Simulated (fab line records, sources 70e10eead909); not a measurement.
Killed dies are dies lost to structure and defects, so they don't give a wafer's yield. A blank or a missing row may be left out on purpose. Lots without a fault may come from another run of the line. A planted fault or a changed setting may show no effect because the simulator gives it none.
Which tool did it? | flow nand_harc | 15 lots, 45 wafers sampled, at 1 step of a route of 1302

WHAT THE GAUGES READ, wafer by wafer
NHARC_P_STI_OCD_MEAS_17.
lot  | measured     | on     | trench_depth_nm (nm) | trench_foot_cd_nm (nm)
L136 | day 2 20:38  | ocd-02 | 298 299 302          | 156.9 158.2 154.1
L137 | day 3 09:17  | ocd-01 | 302 298 304          | 154.4 155.1 152.0
L138 | day 3 17:10  | ocd-01 | 301 299 298          | 155.4 157.0 159.7
L142 | day 5 08:29  | ocd-02 | 303 290 305          | 159.6 161.0 155.1
L143 | day 5 18:19  | ocd-02 | 305 308 299          | 152.9 157.4 156.9
L144 | day 6 04:27  | ocd-01 | 299 309 301          | 158.5 157.1 154.8
L145 | day 6 15:01  | ocd-01 | 306 302 307          | 159.1 159.4 157.1
L146 | day 7 02:10  | ocd-01 | 297 309 298          | 156.6 158.5 159.0
L148 | day 7 22:23  | ocd-01 | 300 288 297          | 161.0 158.2 157.4
L149 | day 8 05:53  | ocd-01 | 300 305 303          | 156.3 158.0 159.8
L151 | day 9 03:26  | ocd-02 | 298 302 304          | 157.7 160.8 158.8
L154 | day 10 07:40 | ocd-01 | 300 290 298          | 157.3 160.9 163.0
L155 | day 10 18:19 | ocd-02 | 300 301 298          | 161.5 160.2 161.3
L156 | day 11 06:04 | ocd-01 | 300 302 300          | 160.3 158.9 162.9
L159 | day 12 09:55 | ocd-02 | 297 298 296          | 160.4 156.2 156.5

WHICH TOOL RAN EACH LOT (tool, then ch and the chambers of the sampled wafers, then the start)
The record holds no process step before these readings.

WHAT THE TOOLS THEMSELVES READ (means of the sampled wafers that have a number; where no wafer has one, the mark that the record gives instead)
The record holds no such reading with a usual standard deviation.

THE ANSWER, worked out from the rows above alone
Rule: what is usual is taken from the lots themselves. Put in order of their means at a reading, lots are off if they are a third of the lots or fewer, leave a main group of 4 or more, and stand apart from it by a gap of 3 or more times the standard deviation of the main group's means; of several such gaps the widest counts. A main group whose means are all the same, to the digits that the tables above print for the reading, isn't used. A lot without any number at a reading at which 4 lots or more have one is off too. The other lots that the step has rows for count as sound. The gauges are gone through in route order, then the tools' own readings, and for those a lot's mean is taken as printed above. The first step at which some lot is off is used, and at that step the reading that is off furthest; a lot without a number counts as furthest.
No lot is off at any reading shown: from this, nothing can be told.

WHAT THE SIMULATOR HAD PUT IN
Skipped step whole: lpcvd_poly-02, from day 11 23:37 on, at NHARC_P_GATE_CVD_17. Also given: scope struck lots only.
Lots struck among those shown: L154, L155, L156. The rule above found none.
